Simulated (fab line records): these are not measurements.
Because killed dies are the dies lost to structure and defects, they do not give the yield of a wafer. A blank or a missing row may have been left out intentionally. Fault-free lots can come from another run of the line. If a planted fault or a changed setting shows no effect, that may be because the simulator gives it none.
Struck lot and sound lot, side by side / flow nand_harc / 15 steps out of a route of 1302
Sound: wafers L872.1, L872.4, L872.6. Struck: wafer L882.2. (L882.1, L882.6 of the same lot were not struck and are left out.) The cause comes at the end.
Each step with rows lists, per side, the tool, then ch with its chambers, then its first start. Under that, the readings that differ: sound wafers / struck wafers / difference of the means / sigmas: that difference in standard deviations of wafers without a fault.
alike: words and numbers the same on both sides, and readings whose means are apart by under 2 such deviations; not compared: readings that were withheld, readings missing a value for some wafer, numbers with overlapping values and no deviation given by the record, and bounds like >300 which may hide the same value.
A row with sigmas, a row that says differs or no value, or rows on one side alone: a step with any of these is where the two part. When numbers do not overlap yet have no deviation, they are printed without sigmas and do not part them. Lack of a reading on every wafer of one side parts them only where that side has two or more wafers.

NHARC_A_CHANNEL_HOLE_D2_XSEM_32:
  sound on xsem-02 ch 0, day 13 22:08; struck on xsem-02 ch 0, day 18 08:43
reading=bow_nm (nm); sound=9.16 9.12 9.12; struck=8.47; difference=-0.66; sigmas=-2
  alike: bot_cd_nm, tilt_deg
NHARC_A_CHANNEL_HOLE_D2_INSPECT_40:
  struck on defect_inspect-02, day 18 08:49; sound on defect_inspect-02, day 13 22:14
  alike: raw_defect_count
then, 2 steps without rows for these wafers: NHARC_A_CHANNEL_FILL_D2_PRECLEAN_00 (cleans in SC1); NHARC_A_CHANNEL_FILL_D2_SRD_01.
NHARC_A_CHANNEL_FILL_D2_ALD_02: deposits SiO2, target thk 6 nm, pulse time 10 s, ald cycles 60.
  sound on ald_hk-04 ch 0,3, day 13 22:26; struck on ald_hk-01 ch 1, day 18 09:05
reading=precursor_pulse_height_rel; sound=1.018 1.016 0.987; struck=0.963; difference=-0.044; sigmas=-2
  alike: heater_power_w
NHARC_A_CHANNEL_FILL_D2_ALD_03: deposits SiNx, target thk 6 nm, pulse time 60 s, ald cycles 58.
  sound: ald_sin_batch-02 ch 0; struck: ald_sin_batch-02 ch 0
  alike: precursor_pulse_height_rel
then, 2 steps without rows for these wafers: NHARC_A_CHANNEL_FILL_D2_ALD_14 (deposits SiO2, target thk 2.5 nm, pulse time 10 s, ald cycles 25); NHARC_A_CHANNEL_FILL_D2_ALD_15 (deposits SiNx, target thk 2 nm, pulse time 60 s, ald cycles 19).
NHARC_A_CHANNEL_FILL_D2_ALD_16: deposits SiO2, target thk 1.5 nm, pulse time 10 s, ald cycles 15.
  sound on ald_hk-01 ch 1,2,3, day 14 10:42; struck on ald_hk-04 ch 1, day 18 21:27
  alike: heater_power_w, precursor_pulse_height_rel
then, 3 steps without rows for these wafers: NHARC_A_CHANNEL_FILL_D2_ANNEAL_17 (time 1800 s); NHARC_A_CHANNEL_FILL_D2_CVD_18 (deposits poly-Si, target thk 3 nm); NHARC_A_CHANNEL_FILL_D2_ETCHBACK_19 (etches the open film in HBr/Cl2, target depth 5 nm, time 1.7 s).
NHARC_A_CHANNEL_FILL_D2_ETCHBACK_20: etches the open film in C4F8/O2/Ar, target depth 27 nm, time 13.5 s.
  sound on rie_diel-07 ch 0,3, day 14 22:11; struck on rie_diel-07 ch 3, day 19 09:04
reading=run_length_s (s); sound=34.8 34.7 34.9; struck=31.0; difference=-3.8; sigmas=-9
  alike: oes_product_au, rf_vpp_V
  not compared: rf_hours_counter_h
NHARC_A_CHANNEL_FILL_D2_STRIP_28: strips in O2, time 20 s.
  sound on rie_diel-07 ch 1,3, day 14 22:17; struck on rie_diel-07 ch 1, day 19 09:08
  alike: drypump_motor_current_A, o2_flow_sccm, oes_product_au, rf_vpp_V, showerhead_plenum_p_Torr, throttle_valve_pct
  not compared: rf_hours_counter_h
-- record jumps: 10 days between struck wafers' starts before vs after; left off in module A_CHANNEL_FILL_D2, resumes in module END, first step shown is number 1302 of the route --
NHARC_END_SORT_01:
  sound on prober-01 ch 0, day 25 05:38; struck on prober-01 ch 0, day 29 13:25
  alike: killed_at_array, killed_at_other, killed_at_periphery, killed_dies, killed_open, killed_short

== WHERE THEY PART ==
At NHARC_A_CHANNEL_HOLE_D2_XSEM_32 first; at NHARC_A_CHANNEL_FILL_D2_ETCHBACK_20 last (within this record only). Later steps at which nothing parts them and some readings are alike: NHARC_A_CHANNEL_FILL_D2_STRIP_28, NHARC_END_SORT_01.

WHY: what had been put in by the simulator
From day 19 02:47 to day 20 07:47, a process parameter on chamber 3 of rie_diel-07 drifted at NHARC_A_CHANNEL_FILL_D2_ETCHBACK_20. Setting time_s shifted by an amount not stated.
